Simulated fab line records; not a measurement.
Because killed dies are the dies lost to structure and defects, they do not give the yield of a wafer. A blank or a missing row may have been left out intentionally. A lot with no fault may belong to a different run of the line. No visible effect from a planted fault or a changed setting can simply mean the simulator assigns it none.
Chamber matching | flow n5 finfet | pecvd-02 running N5_BEOL_M6_PECVD_70: 3 sister chambers
The step deposits SiO2 from TEOS/O2, target thk 20 nm, time 22.7 s. 14 wafers are shown with their chamber, then 7 later ones without.

WAFERS PAIRED WITH THEIR CHAMBERS
wafer  | chamber | showerhead plenum p Torr (Torr) | throttle valve pct (%) | heater power w (W)
L074.2 | 1       | 8.76                            | 23.3                   | 732
L074.3 | 2       | 8.65                            | 21.9                   | 537
L074.4 | 0       | 8.79                            | 21.4                   | 669
L084.2 | 2       | 8.64                            | 21.5                   | 550
L084.3 | 0       | 8.79                            | 21.9                   | 678
L084.4 | 2       | 8.62                            | 21.7                   | 558
L086.4 | 1       | 8.74                            | 23.2                   | 722
L086.5 | 2       | 8.64                            | 21.6                   | 444
L086.6 | 0       | 8.79                            | 21.7                   | 609
L087.2 | 0       | 8.80                            | 21.5                   | 668
L087.4 | 2       | 8.65                            | 21.4                   | 479
L087.5 | 0       | 8.80                            | 22.0                   | 668
L088.2 | 2       | 8.64                            | 21.7                   | 564
L088.3 | 0       | 8.80                            | 21.9                   | 634

SIGNATURES (means of the wafers above)
reading                  | chamber 0 | chamber 1 | chamber 2 | scatter within a chamber
showerhead plenum p Torr | 8.7950    | 8.7500    | 8.6400    | 0.00929
throttle valve pct       | 21.733    | 23.250    | 21.633    | 0.203
heater power w           | 654.33    | 727.00    | 522.00    | 37.7
Rule: for a wafer and a chamber, the distance is found by dividing, reading by reading, the gap between the wafer's reading and the chamber's mean by the reading's scatter, squaring, summing and taking the root. If the next closest chamber is less than 2 further off than the closest, the wafer can't be placed; otherwise it belongs to the closest. How the scatter is found: for the shown wafers, subtract from each reading the mean of its chamber, square and add these, divide the total by (wafers less chambers), then take the root.

WAFERS WITH NO CHAMBER GIVEN
wafer  | showerhead plenum p Torr (Torr) | throttle valve pct (%) | heater power w (W)
L088.5 | 8.62                            | 21.6                   | 546
L090.2 | 8.76                            | 23.5                   | 658
L090.3 | 8.81                            | 21.6                   | 555
L090.4 | 8.82                            | 21.8                   | 563
L091.1 | 8.76                            | 23.3                   | 622
L091.3 | 8.81                            | 21.8                   | 650
L091.6 | 8.65                            | 21.3                   | 503

WHICH CHAMBER EACH WENT THROUGH
wafer  | from the rows above | in truth
L088.5 | 2                   | 2
L090.2 | 1                   | 1
L090.3 | 0                   | 0
L090.4 | 0                   | 0
L091.1 | 1                   | 1
L091.3 | 0                   | 0
L091.6 | 2                   | 2
Placed correctly: 7 of 7. Can't be placed from these rows: 0. Number placed wrongly: 0.
